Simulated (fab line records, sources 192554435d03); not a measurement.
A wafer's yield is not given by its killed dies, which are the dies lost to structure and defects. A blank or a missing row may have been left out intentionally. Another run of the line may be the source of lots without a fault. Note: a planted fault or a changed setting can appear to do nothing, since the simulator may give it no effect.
A lot that was struck, set against a sound lot	flow n5_finfet	18 steps out of a route of 1938
Sound: the wafers L461.2, L461.3, L461.5. Wafers struck: L464.1, L464.2, L464.6. The cause is named last.
Each step with rows lists, per side, the tool, then ch with its chambers, then its first start. Under that, the readings that differ: sound wafers	struck wafers	difference of the means	sigmas: that difference in standard deviations of wafers without a fault.
alike: readings whose means differ by less than 2 such deviations, and words and numbers that are the same on both sides. not compared: withheld readings, readings that some wafer has no value for, bounds like >300 that may hide the same value, and numbers for which the record gives no deviation and whose values overlap.
Wherever a step has rows on one side only, a row that says differs or no value, or a row with sigmas, the two part there. Numbers that don't overlap but have no deviation are shown without sigmas and don't part them. Lack of a reading on every wafer of one side parts them only where that side has two or more wafers.

N5_FIN_SAQP_THK_MEAS_05:
  sound on film_metro-01 at day 2 15:50; struck on film_metro-02 at day 3 09:26
reading	sound	struck	difference	sigmas
thk_nm (nm)	38.5 38.2 39.2	37.2 36.9 38.0	-1.3	-3
N5_FIN_SAQP_PECVD_47: deposits a-Si from SiH4/He, target thk 45 nm, time 36.3 s.
  sound on pecvd-03 ch 0,2, day 2 15:52; struck on pecvd-03 ch 0,1,2, day 3 09:29
  alike: heater_power_outer_w, heater_power_w, showerhead_plenum_p_Torr, throttle_valve_pct
N5_FIN_SAQP_PECVD_48: deposits SiNx from SiH4/NH3/N2, target thk 25 nm, time 22.1 s.
  sound on pecvd-03 ch 0,2, day 2 15:55; struck on pecvd-03 ch 0,1,2, day 3 09:31
  alike: heater_power_outer_w, heater_power_w, showerhead_plenum_p_Torr, throttle_valve_pct
N5_FIN_SAQP_PECVD_06: deposits a-Si from SiH4/He, target thk 60 nm, time 48.1 s.
  sound on pecvd-03 ch 0,2, day 2 15:57; struck on pecvd-03 ch 0,1,2, day 3 09:34
  alike: heater_power_outer_w, heater_power_w, showerhead_plenum_p_Torr, throttle_valve_pct
N5_FIN_SAQP_THK_MEAS_07:
  sound on film_metro-01 at day 2 16:02; struck on film_metro-01 at day 3 09:39
  alike: thk_nm
N5_FIN_SAQP_HM_DEP_72: deposits SiO2 from SiH4/N2O, target thk 12 nm, time 7.2 s.
  sound on pecvd-01 ch 0,1, day 2 16:05; struck on pecvd-01 ch 1,2, day 3 09:41
  alike: heater_power_outer_w, heater_power_w, showerhead_plenum_p_Torr
then, 6 steps without rows for these wafers: N5_FIN_SAQP_COAT_49 (time 60 s, resist thk 100 nm); N5_FIN_SAQP_COAT_50 (time 60 s, resist thk 35 nm); N5_FIN_SAQP_COAT_10 (resist thk 90 nm); N5_FIN_SAQP_EBR_12; N5_FIN_SAQP_SOFTBAKE_11 (time 60 s); N5_FIN_SAQP_EXPOSE_13 (exposes mask FIN CORE, target cd 35.6 nm).
N5_FIN_SAQP_PEB_14: peb time 60 s.
  sound on litho_track-02 ch 0, day 2 17:26; struck on litho_track-02 ch 0, day 3 09:56
then, 1 step without rows for these wafers: N5_FIN_SAQP_DEVELOP_15 (develop time 30 s).
N5_FIN_SAQP_CD_MEAS_16: the cd target is 35.6 nm.
  sound on cd_sem-01 ch 0, day 2 17:30; struck on cd_sem-02 ch 0, day 3 10:01
reading	sound	struck	difference	sigmas
cd_nm (nm)	35.47 35.57 35.04	37.88 37.76 37.68	+2.41	+8
N5_FIN_SAQP_OVL_MEAS_17:
  sound on overlay-02 ch 0, day 2 17:32; struck on overlay-01 ch 0, day 3 10:03
  alike: FIN_CORE_OVL
-- record jumps: 8 days separate the struck wafers' starts on either side; left off in module FIN_SAQP, taken up again in module BEOL_M4, whose first shown step is the route's number 1111 --
N5_BEOL_M4_RC_MEAS_101:
  sound on prober-01 ch 0, day 10 03:59; struck on prober-01 ch 0, day 11 16:53
  alike: DIBL_N, DIBL_P, IOFF_N, IOFF_P, ION_N, ION_P, SS_N, SS_P, VT_N, VT_P
-- the record jumps here: 4 days lie between the struck wafers' starts before and after (it left off in module BEOL_M4 and takes up again in module PASSIVATION, whose first step shown is number 1936 of the route) --
N5_PASSIVATION_PROBE_49:
  sound on prober-01 at day 14 18:28; struck on prober-01 at day 15 22:19
  alike: defect_limited_yield, killed_at_M0_to_M3, killed_at_M4_up, killed_at_contacts, killed_at_front_end, killed_at_other, killed_dies, killed_open, killed_short, sort_bin_5_function, sort_bin_6_memory, sort_bin_8_speed, sort_n_pass, sort_yield_pct

## WHERE THEY PART
Last at N5_FIN_SAQP_CD_MEAS_16 as far as this record goes, first at N5_FIN_SAQP_THK_MEAS_05. Later steps at which nothing parts them and some readings are alike: N5_FIN_SAQP_OVL_MEAS_17, N5_BEOL_M4_RC_MEAS_101, N5_PASSIVATION_PROBE_49.

WHY: whatever the simulator had introduced
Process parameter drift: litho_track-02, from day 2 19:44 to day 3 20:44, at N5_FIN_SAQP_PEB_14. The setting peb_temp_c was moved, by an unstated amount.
